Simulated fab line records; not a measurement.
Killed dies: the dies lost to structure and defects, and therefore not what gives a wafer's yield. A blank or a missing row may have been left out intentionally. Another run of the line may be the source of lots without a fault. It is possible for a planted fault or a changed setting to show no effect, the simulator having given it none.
Matching of chambers || flow n5Finfet || N5_STI_FIN_REVEAL_CMP_04 on cmp-01: 4 sister chambers
The step polishes, stops on Si3N4, t overpolish 4 s, target thk 131.83 nm. 14 wafers are shown with their chamber, then 7 later ones without.

WAFERS WITH THEIR CHAMBER
{"wafer": "L077.1", "chamber": 1, "motorCurrentA (A)": 8.9, "timeToEndpointS (s)": 105, "overpolishRunS (s)": 4.010}
{"wafer": "L077.2", "chamber": 0, "motorCurrentA (A)": 8.2, "timeToEndpointS (s)": 104, "overpolishRunS (s)": 4.013}
{"wafer": "L077.5", "chamber": 0, "motorCurrentA (A)": 8.1, "timeToEndpointS (s)": 101, "overpolishRunS (s)": 4.002}
{"wafer": "L078.1", "chamber": 3, "motorCurrentA (A)": 8.4, "timeToEndpointS (s)": 112, "overpolishRunS (s)": 3.990}
{"wafer": "L078.4", "chamber": 2, "motorCurrentA (A)": 7.8, "timeToEndpointS (s)": 106, "overpolishRunS (s)": 3.999}
{"wafer": "L078.6", "chamber": 3, "motorCurrentA (A)": 8.0, "timeToEndpointS (s)": 115, "overpolishRunS (s)": 3.995}
{"wafer": "L081.2", "chamber": 1, "motorCurrentA (A)": 8.8, "timeToEndpointS (s)": 110, "overpolishRunS (s)": 3.989}
{"wafer": "L081.5", "chamber": 2, "motorCurrentA (A)": 8.1, "timeToEndpointS (s)": 104, "overpolishRunS (s)": 3.996}
{"wafer": "L081.6", "chamber": 3, "motorCurrentA (A)": 8.1, "timeToEndpointS (s)": 110, "overpolishRunS (s)": 4.003}
{"wafer": "L084.1", "chamber": 1, "motorCurrentA (A)": 8.5, "timeToEndpointS (s)": 105, "overpolishRunS (s)": 4.004}
{"wafer": "L084.3", "chamber": 3, "motorCurrentA (A)": 8.2, "timeToEndpointS (s)": 108, "overpolishRunS (s)": 4.011}
{"wafer": "L084.6", "chamber": 2, "motorCurrentA (A)": 7.9, "timeToEndpointS (s)": 101, "overpolishRunS (s)": 4.000}
{"wafer": "L086.3", "chamber": 3, "motorCurrentA (A)": 8.1, "timeToEndpointS (s)": 107, "overpolishRunS (s)": 4.006}
{"wafer": "L086.4", "chamber": 2, "motorCurrentA (A)": 7.8, "timeToEndpointS (s)": 100, "overpolishRunS (s)": 3.997}

SIGNATURES (means of the wafers above)
{"reading": "motorCurrentA", "chamber 0": 8.150, "chamber 1": 8.733, "chamber 2": 7.900, "chamber 3": 8.160, "scatter within a chamber": 0.156}
{"reading": "timeToEndpointS", "chamber 0": 102.50, "chamber 1": 106.67, "chamber 2": 102.75, "chamber 3": 110.40, "scatter within a chamber": 2.92}
{"reading": "overpolishRunS", "chamber 0": 4.00750, "chamber 1": 4.00100, "chamber 2": 3.99800, "chamber 3": 4.00100, "scatter within a chamber": 0.00768}
Rule: distance of a wafer from a chamber = root of the sum over the readings of ((wafer's reading minus chamber's mean) / reading's scatter) squared. If the next closest chamber is less than 2 further off than the closest, the wafer can't be placed; otherwise it belongs to the closest. The scatter: the root of (the sum of the squares of (reading less its chamber's mean) over the shown wafers, divided by (wafers less chambers)).

WAFERS WITH NO CHAMBER GIVEN
{"wafer": "L086.5", "motorCurrentA (A)": 8.2, "timeToEndpointS (s)": 103, "overpolishRunS (s)": 4.007}
{"wafer": "L090.2", "motorCurrentA (A)": 8.2, "timeToEndpointS (s)": 105, "overpolishRunS (s)": 4.000}
{"wafer": "L090.4", "motorCurrentA (A)": 9.0, "timeToEndpointS (s)": 103, "overpolishRunS (s)": 3.978}
{"wafer": "L090.6", "motorCurrentA (A)": 7.8, "timeToEndpointS (s)": 97, "overpolishRunS (s)": 4.001}
{"wafer": "L093.2", "motorCurrentA (A)": 7.8, "timeToEndpointS (s)": 99, "overpolishRunS (s)": 4.005}
{"wafer": "L093.4", "motorCurrentA (A)": 8.8, "timeToEndpointS (s)": 103, "overpolishRunS (s)": 3.997}
{"wafer": "L093.5", "motorCurrentA (A)": 8.6, "timeToEndpointS (s)": 101, "overpolishRunS (s)": 4.001}

WHICH CHAMBER EACH WENT THROUGH
{"wafer": "L086.5", "from the rows above": "can't be placed: 0 or 2", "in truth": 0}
{"wafer": "L090.2", "from the rows above": "can't be placed: 0 or 3 or 2", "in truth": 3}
{"wafer": "L090.4", "from the rows above": 1, "in truth": 1}
{"wafer": "L090.6", "from the rows above": "can't be placed: 2 or 0", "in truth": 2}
{"wafer": "L093.2", "from the rows above": "can't be placed: 2 or 0", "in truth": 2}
{"wafer": "L093.4", "from the rows above": 1, "in truth": 1}
{"wafer": "L093.5", "from the rows above": "can't be placed: 1 or 0", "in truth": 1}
2 of 7 placed correctly. From these rows, 5 cannot be placed; in 5 the true chamber is one of the candidates. Wrongly placed: 0.
